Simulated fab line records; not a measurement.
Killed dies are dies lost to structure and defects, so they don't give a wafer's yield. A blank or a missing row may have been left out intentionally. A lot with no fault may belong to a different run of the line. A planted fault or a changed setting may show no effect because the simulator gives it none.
fab line records | flow n5-finfet
record: lots: 4 | wafers: 12 | last-day: 17
route steps=1938 shown BEOL_M4@1107 BEOL_M5@1112
lots with no fault: from the same line, run without faults
start-h: the number of hours between the record's first day and the start of the first shown wafer of the lot | wait-h: hours since the lot's step before | " same as the row above | L1.1+2: one row covering several wafers at once | - either no value or no given start | * or withheld: withheld | < > ~ a bound
route shown NAME@n: NAME is a module with steps in the file, n the number in the route of the first one | usual: mean/standard deviation of fault-free wafers | same: alike in all rows | chamber/n: place in a boat | sites: per-site readings | _std_site: standard deviation of those values | _edge_site: outer sites' mean less inner sites' | radius-mm: how far each site lies from the wafer's centre | mask NAME#n: copy n | behind: the tool/chamber that last shaped the wafer | hold: why the lot went on hold/how many hours it stayed there/how the hold came to an end | device: whichever transistor did not switch (one of n, p or np) | end of line: at the end of the route, the tests of the same wafers | a step given without rows: its recipe and nothing more | killed: at the first sort, the dies lost to defects and structure; wafer yield is something else | map: the dies of a wafer, with x for killed, . for not killed, _ for no die there
set.NAME: the run value of the setting; set.NAME@STEP: its run value at that earlier step | model.NAME: the simulator's own value behind a step, which no gauge read
lots at some steps of the route; a table a step, a row a wafer
services: when a tool's chamber went out of use (start-h, in hours from the record's first day, below 0 if earlier), for how many hours, and the reason
== steps ==
step: N5_BEOL_M4_PRE_CLEAN_56
recipe: gas: NH3 | time-s: 15 | temp-c: withheld | rf-power-w: 300
step: N5_BEOL_M4_DEP_57
recipe: material: SiCN | target-thk-a: 80 | temp-c: withheld | precursor: 3MS/NH3 | pressure-torr: 3 | rf-w: 202 | time-s: 14
step: N5_BEOL_M5_ILD_DEP_00
recipe: material: SiCOH_lowk | target-thk-a: 1406.4 | temp-c: 300 | precursor: DEMS/porogen | pressure-torr: 5 | rf-w: 500 | time-s: 25.9
step: N5_BEOL_M5_CURE_79
recipe: temp-c: 385 | time-s: 240 | ambient: He/Ar | material: SiCOH_lowk
step: N5_BEOL_M5_PECVD_70
recipe: material: SiO2 | target-thk-a: 160 | temp-c: 400 | precursor: TEOS/O2 | pressure-torr: 5.5 | rf-w: 450 | teos-flow-sccm: 53.8 | gas: O2 | flow-sccm: 3000 | time-s: 18
step: N5_BEOL_M5_HM_DEP_02
recipe: material: TiN | target-thk-a: 200 | temp-c: 25 | chamber-pressure-pa: 0.49996
step: N5_BEOL_M5_COAT_59
recipe: resist: SOC | temp-c: 250 | time-s: 60 | spin-rpm: 1500 | resist-thk-nm: 60
step: N5_BEOL_M5_COAT_60
recipe: resist: SiARC | temp-c: 220 | time-s: 60 | spin-rpm: 1500 | resist-thk-nm: 12
step: N5_BEOL_M5_COAT_71
recipe: resist: underlayer | temp-c: 205 | time-s: 60 | spin-rpm: 1500 | resist-thk-nm: 5
usual: spin-speed-rpm: 1499.9/0.91
lot.wafer | tool           | chamber | start-h | wait-h | spin-speed-rpm
L645.1    | litho-track-05 | 0       | 218.55  | -      | 1498.8
L645.3    | "              | 0       | "       | "      | 1500.9
L645.5    | "              | 0       | "       | "      | 1500.5
L649.3    | litho-track-05 | 0       | 236.68  | -      | 1662.4
L649.5    | "              | 0       | "       | "      | 1662.4
L649.6    | "              | 0       | "       | "      | 1662.9
L650.2    | litho-track-05 | 0       | 244.00  | -      | 1663.3
L650.5    | "              | 0       | "       | "      | 1663.2
L650.6    | "              | 0       | "       | "      | 1664.3
L658.4    | litho-track-01 | 0       | 290.99  | -      | 1500.8
L658.5    | "              | 0       | "       | "      | 1500.2
L658.6    | "              | 0       | "       | "      | 1500.6
step: N5_BEOL_M5_COAT_05
recipe: resist: CAR-EUV | spin-rpm: 1500 | resist-thk-nm: 30
step: N5_BEOL_M5_EBR_07
recipe: solvent: PGMEA | ebr-width-mm: 1.5
step: N5_BEOL_M5_SOFTBAKE_06
recipe: temp-c: 110 | time-s: 60 | resist: CAR-EUV
step: N5_BEOL_M5_EXPOSE_08
recipe: mask-id: M5 | na: 0.33 | source-shape: annular | sigma-inner: 0.4 | sigma-outer: 0.8 | polarization: unpolarized | target-cd-nm: 28 | dose-mj: 35.75
step: N5_BEOL_M5_PEB_09
recipe: peb-temp-c: 100 | peb-time-s: 60 | resist: CAR-EUV
step: N5_BEOL_M5_DEVELOP_10
recipe: develop-time-s: 30 | developer: TMAH | resist: CAR-EUV | rinse-liquid: surfactant-rinse | dry: air-spin | dev-temp-c: 23
step: N5_BEOL_M5_DESCUM_16
recipe: chemistry: O2 | time-s: 7 | source-power-w: 50 | bias-power-w: 20 | pressure-mtorr: 20 | rf-frequency-hz: 2.712e+07 | temp-c: 40 | resist: CAR-EUV | o2-flow-sccm: 225
step: N5_BEOL_M5_ETCH_72
recipe: chemistry: N2/H2 | target: underlayer | target-depth-a: 65 | mask-material: CAR-EUV | time-s: 5.2 | ion-energy-ev: 200 | pressure-mtorr: 30 | source-w: 840 | bias-w: 150 | n2-flow-sccm: 200 | h2-flow-sccm: 200 | ends: cleared
usual: chamber-pressure-mTorr: 30.00/0.042 | drypump-motor-current-A: 5.5/0.47 | etch-rf-on-time-s: 5.22/0.1 | oes-product-au: 0.67/0.077 | rf-vpp-V: 524.5/2.5 | showerhead-plenum-p-Torr: 2.56/0.081 | throttle-valve-pct: 17.86/0.26
lot.wafer | tool        | chamber | start-h | wait-h | chamber-pressure-mTorr | drypump-motor-current-A | etch-rf-on-time-s | oes-product-au | rf-hours-counter-h | rf-vpp-V | showerhead-plenum-p-Torr | throttle-valve-pct | model.etch.depth-nm
L645.1    | rie-diel-03 | 1       | 219.21  | 0.0    | 30.01                  | 5.2                     | 5.43              | 0.58           | 214                | 528.3    | 2.62                     | 17.90              | 5.032
L645.3    | "           | 0       | "       | "      | 30.03                  | 5.3                     | 5.28              | 0.59           | -                  | 525.5    | 2.64                     | 17.97              | 4.986
L645.5    | "           | 1       | "       | "      | 29.99                  | 5.2                     | 5.37              | 0.59           | -                  | 522.1    | 2.62                     | 17.92              | 5.004
L649.3    | rie-diel-06 | 3       | 237.15  | 0.0    | 30.02                  | 6.8                     | 4.91              | 0.73           | 57                 | 523.4    | 2.58                     | 17.59              | 4.75
L649.5    | "           | 3       | "       | "      | 29.96                  | 6.8                     | 4.85              | 0.72           | -                  | 525.9    | 2.58                     | 17.56              | 4.74
L649.6    | "           | 2       | "       | "      | 30.01                  | 5.7                     | 4.98              | 0.61           | -                  | 523.3    | 2.44                     | 18.33              | 4.736
L650.2    | rie-diel-03 | 2       | 244.96  | 0.0    | 29.98                  | 4.8                     | 4.94              | 0.79           | 18                 | 521.6    | 2.48                     | 17.27              | 4.756
L650.5    | "           | 0       | "       | "      | 30.04                  | 5.4                     | 5.01              | 0.59           | -                  | 528.8    | 2.63                     | 17.97              | 4.762
L650.6    | "           | 3       | "       | "      | 30.00                  | 5.1                     | 4.98              | 0.69           | -                  | 524.6    | 2.56                     | 17.66              | 4.767
L658.4    | rie-diel-05 | 2       | 291.41  | 0.0    | 29.99                  | 6.0                     | 5.18              | 0.79           | 16                 | 521.6    | 2.49                     | 17.91              | 4.998
L658.5    | "           | 3       | "       | "      | 29.99                  | 5.4                     | 5.22              | 0.61           | -                  | 526.7    | 2.63                     | 17.81              | 4.992
L658.6    | "           | 0       | "       | "      | 29.98                  | 5.3                     | 5.24              | 0.63           | -                  | 524.3    | 2.52                     | 17.57              | 4.994
step: N5_BEOL_M5_ETCH_61
recipe: chemistry: CF4 | target: SiARC | target-depth-a: 156 | mask-material: CAR-EUV | time-s: 26 | ion-energy-ev: 80 | pressure-mtorr: 40 | source-w: 545 | bias-w: 36 | Ar_flow_sccm: 100 | cf4-flow-sccm: 100 | ends: cleared
== services ==
tool           | chamber | start-h | hours | kind
rie-diel-03    | 2       | 208.36  | 12.5  | repair
rie-diel-03    | 3       | 217.87  | 22.0  | repair
rie-diel-05    | 2       | 219.60  | -     | clean
rie-diel-05    | 2       | 219.60  | -     | consumable-replace:focus-ring
rie-diel-05    | 2       | 219.60  | 16.4  | scheduled-down
rie-diel-05    | 2       | 219.60  | 16.4  | vent-cycle
rie-diel-05    | 3       | 240.96  | 8.6   | repair
litho-track-05 | -       | 246.46  | -     | consumable-replace:filter
rie-diel-05    | 2       | 283.44  | 5.7   | repair
rie-diel-03    | 1       | 291.24  | 4.8   | repair
== key ==
first-sign: step: N5_BEOL_M5_COAT_71 | reading: spin-speed-rpm | direction: up | sigmas: 99+ | usual: * | struck: *
effect: step: N5_BEOL_M5_ETCH_72 | reading: etch-rf-on-time-s | direction: down | sigmas: 2.8 | usual: * | struck: *
model-effect: step: N5_BEOL_M5_ETCH_72 | value: etch.depth-nm | without: 5.004 | struck: 4.752
met-at N5_BEOL_M5_COAT_71
struck-wafers L649.3,L649.5,L649.6,L650.2,L650.5,L650.6
rows-end L649.6
onset-between 218.55 236.68
earlier-fault: kind: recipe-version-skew | tool: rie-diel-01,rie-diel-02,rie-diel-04 | chamber: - | onset-h: 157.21 | steps: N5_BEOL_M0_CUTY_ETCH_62 | wrong-recipe.time-s: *
fault: kind: process-parameter-drift | tool: litho-track-05 | chamber: - | onset-h: 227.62 | steps: N5_BEOL_M5_COAT_71 | channel: spin-rpm | offset: * | shape: step | acts-in: * | stated: *
rows-end: these wafers met a further fault down the route, and their rows from its step on are left out
